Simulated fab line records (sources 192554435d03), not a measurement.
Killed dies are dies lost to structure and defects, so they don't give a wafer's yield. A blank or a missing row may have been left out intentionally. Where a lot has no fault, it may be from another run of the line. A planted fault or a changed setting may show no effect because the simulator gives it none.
Split-lot study | flow n5Finfet | 7 lots, 21 wafers read, on a route of 1938 steps

== ABOUT THE SPLIT ==
At N5_BEOL_M13_EXPOSE_25 (exposes mask M13, target cd 210 nm), the setting doseMj was moved away from the recipe's 22 on 4 of the 21 wafers read, by -6.9% to +3.9%. For the rest of the wafers, this setting stayed at what the recipe calls for.

== FROM THE SPLIT TO THE READING: what the file shows between them, 2 steps ==
- N5_BEOL_M13_DEVELOP_27: develop time 45 s (also split here: developTimeS)
- N5_BEOL_M13_HARDBAKE_32: time 120 s

== THE READING ==
cdNm at N5_BEOL_M13_CD_MEAS_28, given in nm (cd target 209.5 nm). On this fab line, fault-free wafers typically give 209.3 nm with a standard deviation of 0.82 nm.

wafer  | tool, chamber at the split | doseMj as run | against the recipe | cdNm, nm | against lot-mates on the recipe
L074.1 | krfScanner-02, 0           | 22            | recipe             | 209.1    | -
L074.2 | krfScanner-02, 0           | 21.27         | -3.3%              | 203.9    | -4.8
L074.6 | krfScanner-02, 0           | 22            | recipe             | 208.3    | -
L076.1 | krfScanner-01, 0           | 22            | recipe             | 208.9    | -
L076.2 | krfScanner-01, 0           | 22            | recipe             | 209.5    | -
L076.3 | krfScanner-01, 0           | 20.49         | -6.9%              | 203.2    | -6.0
L082.1 | krfScanner-02, 0           | 22            | recipe             | 209.7    | -
L082.4 | krfScanner-02, 0           | 22            | recipe             | 211.0    | -
L082.6 | krfScanner-02, 0           | 22            | recipe             | 210.1    | -
L087.4 | krfScanner-02, 0           | 22            | recipe             | 208.1    | -
L087.5 | krfScanner-02, 0           | 22            | recipe             | 209.3    | -
L087.6 | krfScanner-02, 0           | 22            | recipe             | 209.5    | -
L089.1 | krfScanner-02, 0           | 22            | recipe             | 208.9    | -
L089.2 | krfScanner-02, 0           | 22            | recipe             | 208.2    | -
L089.4 | krfScanner-02, 0           | 22            | recipe             | 209.0    | -
L094.1 | krfScanner-02, 0           | 22            | recipe             | 208.9    | -
L094.3 | krfScanner-02, 0           | 22.85         | +3.9%              | 212.7    | +3.2
L094.5 | krfScanner-02, 0           | 22            | recipe             | 210.1    | -
L095.2 | krfScanner-01, 0           | 22            | recipe             | 209.9    | -
L095.4 | krfScanner-01, 0           | 22.63         | +2.9%              | 211.9    | +2.3
L095.6 | krfScanner-01, 0           | 22            | recipe             | 209.3    | -

FIT RESULTS
A straight line over all 21 wafers: cdNm changes by +0.984 nm for each +1% of doseMj; r = +0.92; the points scatter about the line by 0.86 nm.
The same after taking each lot's own level away (the mean of its wafers on the recipe; 21 wafers): +0.932 nm for each +1%; r = +0.95; scatter 0.61 nm.
According to that fit, moving doseMj by its largest amount changes the reading by 6.4 nm.
Measured against the standard deviation above, the lots' own levels, which go from 208.70 to 210.27 nm, span 1.9 times it.
The two slopes agree, so the slope changes little with the lot-to-lot level.
Check: for one of the wafers moved furthest among these (-6.9%), held out of the fit, the line's prediction against its lot-mates is -7.25 nm. Against them it came out at -6 nm.

== THE OTHER SPLITS THESE WAFERS WENT THROUGH ==
Other splits were also applied to these wafers ahead of the reading. Each is held against what the fit with the lots' levels taken away leaves over:
other split on the same wafers      | wafers away from the commonest value | r with cdNm (lot level and that fit taken away)
N5_BEOL_M10_COAT_22 spinRpm         | 5                                    | -0.05
N5_BEOL_M10_TRENCH_ETCH_37 sourceW  | 5                                    | +0.23
N5_BEOL_M10_ETCH_41 sourceW         | 6                                    | +0.10
N5_BEOL_M11_VIA_ETCH_34 timeS       | 8                                    | -0.25
N5_BEOL_M11_TRENCH_ETCH_37 timeS    | 6                                    | -0.11
N5_BEOL_M13_DEVELOP_27 developTimeS | 8                                    | +0.32

== THE WHOLE CHAIN: every reading that the file lists as answering this split, in the file's order ==
step                   | what it does                                           | reading                                                        | change (the file's fit)               | r (the file's)
N5_BEOL_M13_CD_MEAS_28 | target cd 209.5 nm                                     | cdNm                                                           | +0.931 nm for each +1% of the setting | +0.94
N5_BEOL_M13_DESCUM_33  | chemistry O2, time 7.9 s                               | BEOL_M13.cdNm (the simulator's own value, which no gauge read) | +0.942 nm for each +1% of the setting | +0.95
N5_BEOL_M13_ETCH_67    | etches SiARC in CF4, target depth 143 nm, time 238.3 s | BEOL_M13.cdNm (the simulator's own value, which no gauge read) | +0.995 nm for each +1% of the setting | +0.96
N5_BEOL_M13_ETCH_68    | etches SOC in N2/H2, time 355 s                        | BEOL_M13.cdNm (the simulator's own value, which no gauge read) | +1.06 nm for each +1% of the setting  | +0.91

== FILE'S OWN FIT ==
cdNm changes by +0.931 nm for each +1% of doseMj, r = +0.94.
